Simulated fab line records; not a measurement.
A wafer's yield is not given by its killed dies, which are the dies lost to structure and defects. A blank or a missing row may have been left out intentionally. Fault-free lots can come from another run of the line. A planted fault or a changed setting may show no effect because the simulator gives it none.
fab line records | flow nand_harc
record lots=5 | wafers=15 | last_day=25
route steps=1159 shown A_STAIRCASE@552 END@1159
lots that met no fault: taken from a fault-free run of the same line
start_h: hours from the record's first day to the start of the lot's first wafer shown | wait_h: hours since the lot's step before | " as in the row above | L1.1+2: one row covering several wafers at once | - value missing, or start not given | * or withheld: withheld | < > ~ a bound
route shown NAME@n: a module of which the file shows steps, and the number in the route of the first | usual: the fault-free wafers' mean and standard deviation | same: alike in all rows | chamber/n: place in a boat | sites: each site's reading | _std_site: their standard deviation | _edge_site: mean of outer sites minus mean of inner sites | radius_mm: for every site, how far away it sits from the centre of the wafer | mask NAME#n: copy n | behind: the tool/chamber that last shaped the wafer | hold: what put the lot on hold/how long, in hours/how the hold closed | device: whichever transistor did not switch (one of n, p or np) | end of line: at the end of the route, the tests of the same wafers | a step given without rows: its recipe and nothing more | killed: dies lost to structure and defects at the first sort, not the wafer's yield | map: the dies of a wafer, with x for killed, . for not killed, _ for no die there
set.NAME: the setting as run; set.NAME@STEP: as run at that earlier step | model.NAME: the simulator's own value behind a step, which no gauge read
certain route steps with their lots: each step a table, each wafer a row
services: the hour from which a tool's chamber was out of use, counted from the record's first day as start_h (under 0 if before that day), plus the number of hours and why
## steps
# step NHARC_A_STAIRCASE_TRIM_16
# recipe time_s=211.2 | o2_flow_sccm=500 | ar_flow_sccm=0 | bias_w=0 | chemistry=O2
# step NHARC_A_STAIRCASE_ETCH_17
# recipe target_depth_a=1000 | time_s=40.5 | ion_energy_ev=400 | c4f8_flow_sccm=20 | o2_flow_sccm=10 | ar_flow_sccm=withheld | rf_w=600 | bias_w=1000 | chemistry=C4F8/O2
# usual chamber_pressure_mTorr=24.999/0.025 | oes_product_au=0.938/0.0099 | rf_vpp_V=895/6.1
lot.wafer | tool        | chamber | start_h | wait_h | chamber_pressure_mTorr | oes_product_au | rf_hours_counter_h | rf_vpp_V
L149.3    | rie_diel-05 | 2       | -       | -      | 25.038                 | 0.941          | 28                 | 896
L149.2    | "           | 3       | "       | "      | 24.954                 | 0.946          | 32                 | 905
L149.6    | "           | 3       | "       | "      | 24.976                 | 0.941          | -                  | 905
L154.3    | rie_diel-04 | 0       | -       | -      | 25.029                 | 0.940          | 60                 | 900
L154.4    | "           | 3       | "       | "      | 24.991                 | 0.929          | -                  | 901
L154.5    | "           | 1       | "       | "      | 24.956                 | 0.928          | -                  | 895
L159.3    | rie_diel-04 | 0       | -       | -      | 25.000                 | 0.924          | 6                  | 900
L159.1    | "           | 1       | "       | "      | 25.005                 | 0.925          | 6                  | 894
L159.6    | "           | 3       | "       | "      | 25.004                 | 0.930          | -                  | 899
L165.2    | rie_diel-06 | 3       | -       | -      | 24.995                 | 0.936          | 36                 | 902
L165.4    | "           | 1       | "       | "      | 24.958                 | 0.939          | 37                 | 888
L165.6    | "           | 0       | "       | "      | 25.025                 | 0.939          | -                  | 885
L168.3    | rie_diel-04 | 3       | -       | -      | 24.991                 | 0.936          | 32                 | 899
L168.1    | "           | 1       | "       | "      | 24.982                 | 0.937          | 29                 | 893
L168.6    | "           | 3       | "       | "      | 25.026                 | 0.932          | -                  | 899
# step NHARC_A_STAIRCASE_TRIM_18
# recipe time_s=211.2 | o2_flow_sccm=500 | ar_flow_sccm=0 | bias_w=0 | chemistry=O2
# usual chamber_pressure_mTorr=60.00/0.053 | drypump_motor_current_A=5.73/0.22 | oes_product_au=0.999/0.0083 | rf_vpp_V=57.7/0.92 | showerhead_plenum_p_Torr=3.51/0.17 | throttle_valve_pct=17.036/0.0086
lot.wafer | tool        | chamber | start_h | wait_h | chamber_pressure_mTorr | drypump_motor_current_A | oes_product_au | rf_hours_counter_h | rf_vpp_V | showerhead_plenum_p_Torr | throttle_valve_pct
L149.3    | rie_diel-05 | 2       | -       | -      | 60.06                  | 5.33                    | 0.988          | 29                 | 57.7     | 3.51                     | 17.032
L149.2    | "           | 3       | "       | "      | 60.01                  | 5.81                    | 1.004          | 32                 | 58.1     | 3.79                     | 17.040
L149.6    | "           | 0       | "       | "      | 59.98                  | 5.74                    | 0.997          | -                  | 55.9     | 3.33                     | 17.031
L154.3    | rie_diel-04 | 1       | -       | -      | 59.98                  | 5.52                    | 0.990          | 61                 | 58.1     | 3.48                     | 17.042
L154.5    | "           | 3       | "       | "      | 59.94                  | 5.96                    | 1.001          | -                  | 56.8     | 3.64                     | 17.032
L154.4    | "           | 0       | "       | "      | 60.08                  | 5.71                    | 1.014          | -                  | 57.7     | 3.62                     | 17.051
L159.1    | rie_diel-04 | 0       | -       | -      | 60.08                  | 5.74                    | 0.995          | 7                  | 58.6     | 3.62                     | 17.023
L159.3    | "           | 1       | "       | "      | 60.05                  | 5.50                    | 0.985          | 6                  | 57.8     | 3.48                     | 17.050
L159.6    | "           | 0       | "       | "      | 59.90                  | 5.68                    | 0.999          | -                  | 58.9     | 3.62                     | 17.047
L165.4    | rie_diel-06 | 0       | -       | -      | 59.98                  | 5.60                    | 0.994          | 36                 | 58.4     | 3.29                     | 17.055
L165.2    | "           | 2       | "       | "      | 60.01                  | 5.71                    | 0.995          | 37                 | 57.2     | 3.33                     | 17.042
L165.6    | "           | 0       | "       | "      | 59.98                  | 5.58                    | 0.981          | -                  | 56.1     | 3.29                     | 17.044
L168.1    | rie_diel-04 | 0       | -       | -      | 59.95                  | 5.72                    | 0.997          | 31                 | 57.9     | 3.61                     | 17.049
L168.3    | "           | 1       | "       | "      | 60.03                  | 5.52                    | 1.001          | 29                 | 56.7     | 3.47                     | 17.028
L168.6    | "           | 3       | "       | "      | 60.01                  | 5.98                    | 0.992          | -                  | 57.5     | 3.62                     | 17.022
# step NHARC_A_STAIRCASE_ETCH_19
# recipe target_depth_a=1000 | time_s=40.5 | ion_energy_ev=400 | c4f8_flow_sccm=20 | o2_flow_sccm=10 | ar_flow_sccm=withheld | rf_w=600 | bias_w=1000 | chemistry=C4F8/O2
# step NHARC_A_STAIRCASE_TRIM_20
# recipe time_s=211.2 | o2_flow_sccm=500 | ar_flow_sccm=0 | bias_w=0 | chemistry=O2
# usual chamber_pressure_mTorr=59.99/0.053 | drypump_motor_current_A=5.71/0.22 | oes_product_au=1.000/0.0095 | rf_vpp_V=57.6/0.91 | showerhead_plenum_p_Torr=3.48/0.17 | throttle_valve_pct=17.035/0.0089
lot.wafer | tool        | chamber | start_h | wait_h | chamber_pressure_mTorr | drypump_motor_current_A | oes_product_au | rf_hours_counter_h | rf_vpp_V | showerhead_plenum_p_Torr | throttle_valve_pct
L149.2    | rie_diel-06 | 2       | 252.59  | 0.1    | 60.00                  | 5.69                    | 0.998          | 0                  | 58.7     | 3.34                     | 17.034
L149.3    | "           | 0       | "       | "      | 59.98                  | 5.61                    | 0.997          | 0                  | 56.9     | 3.31                     | 17.038
L149.6    | "           | 2       | "       | "      | 59.99                  | 5.69                    | 1.008          | -                  | 57.3     | 3.35                     | 17.031
L154.3    | rie_diel-04 | 3       | 288.63  | 0.1    | 59.96                  | 5.96                    | 0.988          | 61                 | 57.5     | 3.64                     | 17.028
L154.5    | "           | 3       | "       | "      | 59.94                  | 5.98                    | 0.989          | -                  | 56.7     | 3.64                     | 17.033
L154.4    | "           | 0       | "       | "      | 59.99                  | 5.70                    | 1.005          | -                  | 58.6     | 3.62                     | 17.028
L159.3    | rie_diel-04 | 1       | 313.97  | 0.1    | 59.93                  | 5.55                    | 0.992          | 6                  | 56.9     | 3.48                     | 17.038
L159.1    | "           | 3       | "       | "      | 59.99                  | 5.97                    | 0.997          | 7                  | 59.1     | 3.64                     | 17.038
L159.6    | "           | 3       | "       | "      | 60.03                  | 5.98                    | 0.991          | -                  | 57.9     | 3.64                     | 17.034
L165.2    | rie_diel-06 | 2       | 347.53  | 0.1    | 60.13                  | 5.73                    | 0.982          | 37                 | 57.2     | 3.33                     | 17.024
L165.4    | "           | 3       | "       | "      | 60.03                  | 5.77                    | 1.004          | 36                 | 58.4     | 3.63                     | 17.025
L165.6    | "           | 1       | "       | "      | 59.98                  | 6.22                    | 1.013          | -                  | 57.8     | 3.33                     | 17.035
L168.3    | rie_diel-05 | 1       | 381.10  | 0.1    | 60.01                  | 5.73                    | 0.987          | 12                 | 57.4     | 3.34                     | 17.035
L168.1    | "           | 2       | "       | "      | 60.02                  | 5.32                    | 0.980          | 9                  | 57.0     | 3.48                     | 17.036
L168.6    | "           | 1       | "       | "      | 60.06                  | 5.75                    | 0.995          | -                  | 58.2     | 3.34                     | 17.022
# step NHARC_A_STAIRCASE_ETCH_21
# recipe target_depth_a=1000 | time_s=40.5 | ion_energy_ev=400 | c4f8_flow_sccm=20 | o2_flow_sccm=10 | ar_flow_sccm=withheld | rf_w=600 | bias_w=1000 | chemistry=C4F8/O2
# usual chamber_pressure_mTorr=25.000/0.022 | oes_product_au=0.946/0.017 | rf_vpp_V=895/6.3
lot.wafer | tool        | chamber | start_h | wait_h | chamber_pressure_mTorr | oes_product_au | rf_hours_counter_h | rf_vpp_V
L149.2    | rie_diel-06 | 1       | -       | -      | 25.013                 | 0.969          | 0                  | 889
L149.3    | "           | 3       | "       | "      | 24.987                 | 0.992          | 0                  | 901
L149.6    | "           | 2       | "       | "      | 24.982                 | 0.959          | -                  | 890
L154.3    | rie_diel-04 | 1       | -       | -      | 25.026                 | 0.924          | 62                 | 893
L154.5    | "           | 0       | "       | "      | 25.004                 | 0.944          | -                  | 901
L154.4    | "           | 1       | "       | "      | 25.000                 | 0.942          | -                  | 895
L159.3    | rie_diel-04 | 3       | -       | -      | 24.998                 | 0.939          | 7                  | 900
L159.1    | "           | 0       | "       | "      | 24.978                 | 0.947          | 7                  | 897
L159.6    | "           | 1       | "       | "      | 24.971                 | 0.932          | -                  | 893
L165.4    | rie_diel-06 | 2       | -       | -      | 25.007                 | 0.941          | 37                 | 889
L165.2    | "           | 3       | "       | "      | 25.020                 | 0.958          | 36                 | 900
L165.6    | "           | 2       | "       | "      | 25.011                 | 0.952          | -                  | 888
L168.1    | rie_diel-05 | 3       | -       | -      | 24.999                 | 0.989          | 10                 | 903
L168.3    | "           | 1       | "       | "      | 24.963                 | 0.957          | 12                 | 890
L168.6    | "           | 3       | "       | "      | 25.013                 | 0.986          | -                  | 904
# step NHARC_A_STAIRCASE_TRIM_22
# recipe time_s=211.2 | o2_flow_sccm=500 | ar_flow_sccm=0 | bias_w=0 | chemistry=O2
# step NHARC_A_STAIRCASE_ETCH_23
# recipe target_depth_a=1000 | time_s=40.5 | ion_energy_ev=400 | c4f8_flow_sccm=20 | o2_flow_sccm=10 | ar_flow_sccm=withheld | rf_w=600 | bias_w=1000 | chemistry=C4F8/O2
# step NHARC_A_STAIRCASE_TRIM_24
# recipe time_s=211.2 | o2_flow_sccm=500 | ar_flow_sccm=0 | bias_w=0 | chemistry=O2
# step NHARC_A_STAIRCASE_ETCH_25
# recipe target_depth_a=1000 | time_s=40.5 | ion_energy_ev=400 | c4f8_flow_sccm=20 | o2_flow_sccm=10 | ar_flow_sccm=withheld | rf_w=600 | bias_w=1000 | chemistry=C4F8/O2
# usual chamber_pressure_mTorr=24.997/0.024 | oes_product_au=0.942/0.011 | rf_vpp_V=894/6.2
lot.wafer | tool        | chamber | start_h | wait_h | chamber_pressure_mTorr | oes_product_au | rf_hours_counter_h | rf_vpp_V
L149.2    | rie_diel-06 | 0       | -       | -      | 24.980                 | 0.937          | 0                  | 887
L149.3    | "           | 3       | "       | "      | 24.964                 | 0.956          | 0                  | 901
L149.6    | "           | 0       | "       | "      | 24.972                 | 0.937          | -                  | 888
L154.4    | rie_diel-06 | 3       | -       | -      | 24.987                 | 0.941          | 13                 | 900
L154.3    | "           | 1       | "       | "      | 24.986                 | 0.941          | 16                 | 888
L154.5    | "           | 2       | "       | "      | 24.994                 | 0.915          | -                  | 889
L159.1    | rie_diel-04 | 1       | -       | -      | 24.986                 | 0.929          | 6                  | 895
L159.3    | "           | 3       | "       | "      | 25.016                 | 0.930          | 7                  | 900
L159.6    | "           | 3       | "       | "      | 24.991                 | 0.937          | -                  | 901
L165.4    | rie_diel-06 | 3       | -       | -      | 25.030                 | 0.935          | 36                 | 899
L165.2    | "           | 1       | "       | "      | 24.984                 | 0.947          | 38                 | 888
L165.6    | "           | 2       | "       | "      | 25.038                 | 0.914          | -                  | 890
L168.3    | rie_diel-05 | 1       | -       | -      | 24.954                 | 0.948          | 12                 | 889
L168.1    | "           | 3       | "       | "      | 24.973                 | 0.951          | 10                 | 905
L168.6    | "           | 2       | "       | "      | 24.965                 | 0.926          | -                  | 895
# step NHARC_A_STAIRCASE_TRIM_26
# recipe time_s=211.2 | o2_flow_sccm=500 | ar_flow_sccm=0 | bias_w=0 | chemistry=O2
# step NHARC_A_STAIRCASE_ETCH_27
# recipe target_depth_a=1000 | time_s=40.5 | ion_energy_ev=400 | c4f8_flow_sccm=20 | o2_flow_sccm=10 | ar_flow_sccm=withheld | rf_w=600 | bias_w=1000 | chemistry=C4F8/O2
# usual chamber_pressure_mTorr=25.003/0.022 | oes_product_au=0.944/0.016 | rf_vpp_V=894/6.2
lot.wafer | tool        | chamber | start_h | wait_h | chamber_pressure_mTorr | oes_product_au | rf_hours_counter_h | rf_vpp_V
L149.3    | rie_diel-06 | 1       | 253.53  | -      | 25.019                 | 0.936          | 1                  | 889
L149.2    | "           | 2       | "       | "      | 25.018                 | 0.938          | 1                  | 889
L149.6    | "           | 1       | "       | "      | 25.020                 | 0.935          | -                  | 890
L154.4    | rie_diel-05 | 0       | 289.81  | -      | 24.958                 | 1.189          | 47                 | 888
L154.3    | "           | 2       | "       | "      | 24.993                 | 1.007          | 44                 | 895
L154.5    | "           | 3       | "       | "      | 25.013                 | 1.008          | -                  | 906
L159.1    | rie_diel-04 | 0       | 315.02  | -      | 24.984                 | 0.934          | 7                  | 899
L159.3    | "           | 3       | "       | "      | 25.010                 | 0.926          | 7                  | 899
L159.6    | "           | 1       | "       | "      | 24.984                 | 0.926          | -                  | 895
L165.4    | rie_diel-06 | 2       | 348.57  | -      | 24.978                 | 0.924          | 38                 | 889
L165.2    | "           | 0       | "       | "      | 25.031                 | 0.937          | 36                 | 886
L165.6    | "           | 3       | "       | "      | 24.983                 | 0.944          | -                  | 900
L168.3    | rie_diel-05 | 3       | 382.00  | -      | 24.913                 | 0.952          | 10                 | 904
L168.1    | "           | 1       | "       | "      | 25.028                 | 0.947          | 12                 | 890
L168.6    | "           | 2       | "       | "      | 25.019                 | 0.933          | -                  | 894
# step NHARC_END_SORT_01
# recipe temp_c=25
# usual killed_at_array=28/11 | killed_at_other=0.7/1.1 | killed_at_periphery=2.9/2 | killed_dies=32/11 | killed_open=3.2/1.8 | killed_short=2.0/1.4
# same gross_dies=677
lot.wafer | tool      | chamber | start_h | wait_h | killed_at_array | killed_at_other | killed_at_periphery | killed_dies | killed_open | killed_short
L154.4    | prober-02 | 0       | 494.87  | 3.4    | 649             | 1               | 2                   | 652         | 3           | 1
# killed by level:class
L154.4 A_STAIRCASE:area_etch=620 A_CHANNEL_HOLE_D1:chamber_film_flake=18 A_CONTACT:chamber_film_flake=4 P_M0:geometric_particle:open=1 A_CHANNEL_FILL_D1:geometric_particle:short=1 A_CONTACT:geometric_particle:open=1 A_BLC:geometric_particle:open=1 P_GATE:chamber_film_flake=1
# map L154.4 (x killed, . not)
____________x____________
_________xxxxxxx_________
_______xxxxxxxxxxx_______
______xxxxxxxxxxxxx______
_____xxxxxxxxxxxxxxx_____
____xxxxxxxxxxxxxxxxx____
____xxxxxxxxxxxx.xxxx____
___xxxxxxxxxxxxxxxxxxx___
___xxxxxxxxxxxx.xxxxxx___
__xxxxxxxx.xxxxxxxxxxxx__
__xxxxxxxxxx..xxxxxxxxx__
_xxxxxxxxxxxxxxxxxxxxxxx_
_xxxxxxxxxxxxxxxxxxxxxxx_
_xxxxxxxxxxx.xxxx.xxxxxx_
_xxxxxxxxxxxx.xxxxxxxxxx_
_xxxxxxxx.xxxxxxxxxxxxxx_
xxxxxxxxxxxxxxx.xx.xxxxxx
xxxxxxxxxx.xx..xxxxxxxxxx
xxxxxxxxx.xxxxxxxxxxxxxxx
xxxxxxxxxxx.x.xx.xxxxxxxx
xxxxxxxxxxxx.xxxxxxxxxxxx
_xxxxxxx...x.xx..xxxxxxx_
_xxxxxxxxxxxxxxxxxxxxxxx_
_xxxxxxxxxxxxxxxxxxxxxxx_
_xxxxxxxxxxxxxxxxxxxxxxx_
_xxxxxxxxxxxxxxxxxxxxxxx_
__xxxxxxxxxxxxxxxxxxxxx__
__xxxxxxxxxxxxxxxxxxxxx__
___xxxxxxxxxxxxxxxxxxx___
___xxxxxxxxxxxxxxxxxxx___
____xxxxxxxxxxxxxxxxx____
____xxxxxxxxxxxxxxxxx____
_____xxxxxxxxxxxxxxx_____
______xxxxxxxxxxxxx______
_______xxxxxxxxxxx_______
_________xxxxxxx_________
____________x____________
# map L168.3 (x killed, . not)
____________.____________
_________......._________
_______x.........._______
______.............______
_____..............._____
____.....x.......x...____
____...............x.____
___..x............x.xx___
___.............x.xxxx___
__...x............xxxx.__
__......x.........xx..x__
_........x...........xx._
_..................x...._
_...................x..._
_...............x...x..._
_......x.x.............._
...........x..........x..
.........................
.........................
........................x
.........................
_x......................_
_...............x......._
_......................._
_......................._
_....................x.._
__........x............__
__........x............__
___...........x.......___
___........xx.........___
____.......x.........____
____.......x.........____
_____..............._____
______.............______
_______..........._______
_________......._________
____________.____________
## services
tool        | chamber | start_h | hours | kind
rie_diel-06 | -       | 242.80  | 9.0   | pm
rie_diel-04 | 0       | 243.60  | -     | clean
rie_diel-04 | 1       | 243.60  | -     | clean
rie_diel-04 | 2       | 243.60  | -     | clean
rie_diel-04 | 3       | 243.60  | -     | clean
rie_diel-04 | 0       | 268.10  | -     | clean
rie_diel-04 | 1       | 268.10  | -     | clean
rie_diel-04 | 2       | 268.10  | -     | clean
rie_diel-04 | 3       | 268.10  | -     | clean
rie_diel-04 | -       | 275.37  | 1.1   | repair
rie_diel-04 | -       | 289.03  | 9.0   | pm
rie_diel-04 | 0       | 289.03  | 9.0   | vent_cycle
rie_diel-04 | 1       | 289.03  | 9.0   | vent_cycle
rie_diel-04 | 2       | 289.03  | 14.1  | vent_cycle
rie_diel-04 | 3       | 289.03  | 9.0   | vent_cycle
rie_diel-04 | 0       | 298.03  | -     | clean
rie_diel-04 | 1       | 298.03  | -     | clean
rie_diel-04 | 3       | 298.03  | -     | clean
rie_diel-06 | 0       | 298.58  | 3.3   | repair
rie_diel-04 | 2       | 307.44  | 18.4  | repair
rie_diel-04 | 0       | 322.53  | -     | clean
rie_diel-04 | 1       | 322.53  | -     | clean
rie_diel-04 | 3       | 322.53  | -     | clean
rie_diel-05 | -       | 340.60  | 9.0   | pm
## key
first_sign step=NHARC_A_STAIRCASE_ETCH_27 | reading=oes_product_au | direction=up | sigmas=15 | usual=0.944 | struck=1.189
effect step=NHARC_END_SORT_01 | reading=killed_at_array | direction=up | sigmas=56 | usual=28 | struck=649
more_kills_born_at NHARC_A_STAIRCASE_ETCH_27@rie_diel-05=620
met_at NHARC_A_STAIRCASE_ETCH_27
struck_wafers L154.4
later_rows_left_out L154.4
tester_left_out L154
fault kind=process_parameter_drift | tool=rie_diel-05 | chamber=0 | onset_h=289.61 | steps=NHARC_A_STAIRCASE_ETCH_27 | channel=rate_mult | offset=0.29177 | shape=step | end_h=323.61
# tester_left_out: of these lots the tester's yield and bins aren't shown, on N5 and GAA mostly nor the transistor test; their killed dies are dies lost to structure and defects alone, not to doping, threshold or leakage, so they don't give the yield
# later_rows_left_out: the simulator's readings of these wafers behind a module that went badly wrong aren't trusted and aren't shown, but for the sort
